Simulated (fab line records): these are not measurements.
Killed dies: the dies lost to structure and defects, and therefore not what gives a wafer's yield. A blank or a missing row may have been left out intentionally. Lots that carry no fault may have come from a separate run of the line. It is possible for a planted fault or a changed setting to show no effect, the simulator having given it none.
Struck lot and sound lot, side by side | flow n5 finfet | 26 steps out of a route of 1938
Sound: these wafers, L952.4, L952.5, L952.6. Struck: wafers L946.2, L946.5, L946.6. At the end, the cause is stated.
At each step with rows: each side's tool, then ch and its chambers, then its first start. Under that, the readings that differ: sound wafers | struck wafers | difference of the means | sigmas: that difference in standard deviations of wafers without a fault.
alike: words and numbers the same on both sides, and readings whose means are apart by under 2 such deviations; not compared: readings that were withheld, readings missing a value for some wafer, numbers with overlapping values and no deviation given by the record, and bounds like >300 which may hide the same value.
A row with sigmas, a row that says differs or no value, or rows on one side alone: a step with any of these is where the two part. Numbers that have no deviation but don't overlap get no sigmas and don't part them. A reading that every wafer of one side lacks parts them only if that side has two wafers or more.

first, 9 steps without rows for these wafers: N5_MIM_BOT_LITHO_HARDBAKE_09 (time 120 s); N5_MIM_BOT_LITHO_DESCUM_10 (chemistry O2, time 7.9 s); N5_MIM_BOT_ETCH_ETCH_04 (etches SiNx in CF4/O2, target depth 26 nm, time 13 s); N5_MIM_BOT_ETCH_ETCH_03 (etches the open film in Cl2/BCl3, target depth 12 nm); N5_MIM_BOT_ETCH_ETCH_00 (etches TiN in Cl2/BCl3, target depth 45.5 nm); N5_MIM_BOT_ETCH_STRIP_01 (strips in O2); N5_MIM_BOT_ETCH_STRIP_02 (strips in post etch residue remover, time 1200 s); N5_MIM_BOT_ETCH_CLEAN_05 (cleans in IPA, time 180 s); N5_MIM_BOT_ETCH_SRD_06 (time 30 s).
N5_PASSIVATION_PECVD_55: deposits SiO2 from SiH4/N2O, target thk 400 nm, time 22.5 s.
  sound on pecvd-02 ch 0,1,2, day 17 00:29; struck on pecvd-04 ch 1,2, day 15 10:08
  no value came back on the struck wafers for any of 5 readings (chamber pressure Torr (Torr), heater power outer w (W) and others); on the sound wafers chamber pressure Torr (Torr) reads 2.693 2.703 2.700
  not compared: since wet clean h
then, 11 steps without rows for these wafers: N5_PASSIVATION_PECVD_01 (deposits SiNx from SiH4/NH3/N2, target thk 200 nm, time 43.2 s); N5_PASSIVATION_HMDS_03 (time 60 s); N5_PASSIVATION_COAT_04; N5_PASSIVATION_EBR_06; N5_PASSIVATION_SOFTBAKE_05 (time 90 s); N5_PASSIVATION_EXPOSE_07 (exposes mask TV, defocus 0 nm, target cd 3000 nm); N5_PASSIVATION_PEB_08; N5_PASSIVATION_DEVELOP_09 (develop time 60 s); N5_PASSIVATION_HARDBAKE_11 (time 120 s); N5_PASSIVATION_DESCUM_12 (chemistry O2, time 7.9 s); N5_PASSIVATION_PASS_ETCH_74 (etches SiNx in CF4/O2, target depth 220 nm, time 110 s).
N5_PASSIVATION_VIA_ETCH_13: etches SiO2 in CHF3/O2, target depth 660 nm, time 330 s.
  sound on rie diel-04 ch 1,2,3, day 17 02:49; struck on rie diel-04 ch 1,2, day 15 10:48
  reading                         | sound       | struck      | difference | sigmas
  etch rf on time s (s)           | 238 242 243 | 324 334 326 | +87        | +20
  model.TV_OPEN.cd offset nm (nm) | 2.6 2.2 2.2 | 1.2 0 1.4   | -1.5       |
  alike: chamber pressure mTorr, drypump motor current A, oes product au, rf vpp V, showerhead plenum p Torr, throttle valve pct
  not compared: rf hours counter h, model.coat_of_PASSIVATION_COAT_04.thk nm
then, 1 step without rows for these wafers: N5_PASSIVATION_STRIP_14 (strips in O2).
N5_PASSIVATION_ETCH_15: etches SiCN in CF4/N2, target depth 75 nm, time 81.2 s.
  sound: rie diel-04 ch 1,2,3; struck: rie diel-04 ch 1,2
  reading                         | sound       | struck       | difference | sigmas
  model.TV_OPEN.cd offset nm (nm) | 2.6 2.4 2.2 | 1.2 -0.2 1.4 | -1.6       |
  alike: chamber pressure mTorr, drypump motor current A, oes product au, rf vpp V, showerhead plenum p Torr, throttle valve pct
  not compared: rf hours counter h
then, 1 step without rows for these wafers: N5_PASSIVATION_STRIP_73 (strips in post etch residue remover, time 60 s).
N5_PASSIVATION_PROBE_49:
  rows exist in the record for the struck wafers here (prober-01, day 15 17:07), but not for the sound ones

== WHERE THEY PART ==
At N5_PASSIVATION_PECVD_55 first; at N5_PASSIVATION_PROBE_49 last (within this record only).

WHY: the cause the simulator had injected
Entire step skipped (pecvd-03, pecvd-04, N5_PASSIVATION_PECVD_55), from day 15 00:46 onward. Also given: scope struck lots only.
